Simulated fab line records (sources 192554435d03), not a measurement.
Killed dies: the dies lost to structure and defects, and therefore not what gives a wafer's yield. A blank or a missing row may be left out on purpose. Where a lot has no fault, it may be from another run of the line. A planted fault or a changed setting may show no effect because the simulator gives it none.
Comparing a struck lot with a sound one -- flow n5-finfet -- 16 out of 1938 route steps
Sound: these wafers, L412.2, L412.4, L412.6. Struck: wafer L409.1. (L409.4 of the same lot was not struck and is left out.) The cause comes at the end.
Per side, at each step with rows, come the tool, then ch with its chambers, and then its first start. Under that, the readings that differ: sound wafers -- struck wafers -- difference of the means -- sigmas: that difference in standard deviations of wafers without a fault.
alike: readings with means less than 2 such deviations apart, plus words and numbers identical on both sides. not compared: withheld readings, readings lacking a value on some wafer, bounds such as >300 that could conceal the same value, and numbers that have no deviation in the record and whose values overlap.
A row with sigmas, a row that says differs or no value, or rows on one side alone: a step with any of these is where the two part. Numbers that don't overlap but have no deviation are shown without sigmas and don't part them. A reading that every wafer of one side lacks parts them only if that side has two wafers or more.

first, 7 steps without rows for these wafers: N5_BEOL_M1_COAT_73 (time 60 s, resist thk 5 nm); N5_BEOL_M1_COAT_05 (resist thk 30 nm); N5_BEOL_M1_EBR_07; N5_BEOL_M1_SOFTBAKE_06 (time 60 s); N5_BEOL_M1_EXPOSE_08 (exposes mask M1); N5_BEOL_M1_PEB_09 (peb time 60 s); N5_BEOL_M1_DEVELOP_10 (develop time 30 s).
N5_BEOL_M1_CD_MEAS_11: target cd 17.05 nm.
  sound on cd-sem-03 ch 0, day 10 01:26; struck on cd-sem-03 ch 0, day 9 09:25
  alike: cd-nm
N5_BEOL_M1_OVL_MEAS_12:
  sound on overlay-01 ch 0, day 10 01:29; struck on overlay-01 ch 0, day 9 09:26
reading,sound,struck,difference,sigmas
M1_OVL (nm),1.2 1.0 1.9,0.0,-1.4,-2
N5_BEOL_M1_INSPECT_13: inspects for defects (brightfield).
  sound on defect-inspect-01 at day 10 01:32; struck on defect-inspect-01 at day 9 09:29
  alike: raw-defect-count
N5_BEOL_M1_DESCUM_16: chemistry O2, time 7 s.
  sound on rie-diel-04 ch 0,2, day 10 01:34; struck on rie-diel-05 ch 3, day 9 09:32
reading,sound,struck,difference,sigmas
showerhead-plenum-p-Torr (Torr),2.08 2.05 2.05,2.22,+0.16,+2
  alike: drypump-motor-current-A, oes-product-au, rf-vpp-V, temp-c, throttle-valve-pct
  not compared: rf-hours-counter-h
N5_BEOL_M1_ETCH_74: etches underlayer in N2/H2, target depth 6.5 nm, time 5.2 s.
  sound on rie-diel-04 ch 0,2, day 10 01:37; struck on rie-diel-05 ch 3, day 9 09:34
reading,sound,struck,difference,sigmas
rf-vpp-V (V),523.5 524.2 522.3,529.7,+6.4,+2
showerhead-plenum-p-Torr (Torr),2.51 2.51 2.51,2.72,+0.21,+2
  alike: drypump-motor-current-A, etch-rf-on-time-s, oes-product-au, throttle-valve-pct
  not compared: rf-hours-counter-h
N5_BEOL_M1_ETCH_63: etches SiARC in CF4, target depth 15.6 nm, time 26 s.
  sound on rie-diel-04 ch 0,2, day 10 01:37; struck on rie-diel-05 ch 3, day 9 09:35
reading,sound,struck,difference,sigmas
etch-rf-on-time-s (s),28.0 26.0 26.0,19.6,-7.1,-11
oes-product-au (a.u.),0.59 0.81 0.81,0.95,+0.21,+2
rf-vpp-V (V),184.3 184.1 183.5,187.4,+3.4,+3
showerhead-plenum-p-Torr (Torr),2.12 2.11 2.11,2.27,+0.16,+2
  alike: drypump-motor-current-A, throttle-valve-pct
  not compared: rf-hours-counter-h
N5_BEOL_M1_ETCH_64: etches SOC in N2/H2, target depth 75 nm, overetch 15 nm, time 112.5 s.
  sound on rie-diel-04 ch 0,2, day 10 01:39; struck on rie-diel-05 ch 3, day 9 09:37
reading,sound,struck,difference,sigmas
rf-vpp-V (V),523.3 523.5 520.5,527.9,+5.5,+2
showerhead-plenum-p-Torr (Torr),2.51 2.51 2.51,2.72,+0.21,+2
  alike: drypump-motor-current-A, oes-product-au, temp-c, throttle-valve-pct
  not compared: rf-hours-counter-h
-- a jump in the record: the struck wafers' starts before and after are 2 days apart (it breaks off in module BEOL_M1 and resumes in module BEOL_M4, where the first step shown is number 1111 of the route) --
N5_BEOL_M4_RC_MEAS_101:
  sound on prober-01 ch 0, day 12 16:18; struck on prober-02 ch 0, day 11 12:59
reading,sound,struck,difference,sigmas
VT_N (mV),255 250 252,244,-8,-3
  alike: DIBL_N, DIBL_P, IOFF_N, IOFF_P, ION_N, ION_P, SS_N, SS_P, VT_P
-- the record jumps here: 5 days lie between the struck wafers' starts before and after (it left off in module BEOL_M4 and takes up again in module PASSIVATION, whose first step shown is number 1936 of the route) --
N5_PASSIVATION_PROBE_49:
  sound on prober-02 at day 17 05:26; struck on prober-01 at day 16 09:59
reading,sound,struck,difference,sigmas
killed-at-other,3 6 4,11,+7,+3
  alike: defect-limited-yield, killed_at_M0_to_M3, killed_at_M4_up, killed-at-contacts, killed-at-front-end, killed-dies, killed-open, killed-short, sort_bin_5_function, sort_bin_6_memory, sort-n-pass, sort-yield-pct

WHERE THEY PART
First at N5_BEOL_M1_OVL_MEAS_12; last, within this record, at N5_PASSIVATION_PROBE_49.

WHY: what the simulator had put in
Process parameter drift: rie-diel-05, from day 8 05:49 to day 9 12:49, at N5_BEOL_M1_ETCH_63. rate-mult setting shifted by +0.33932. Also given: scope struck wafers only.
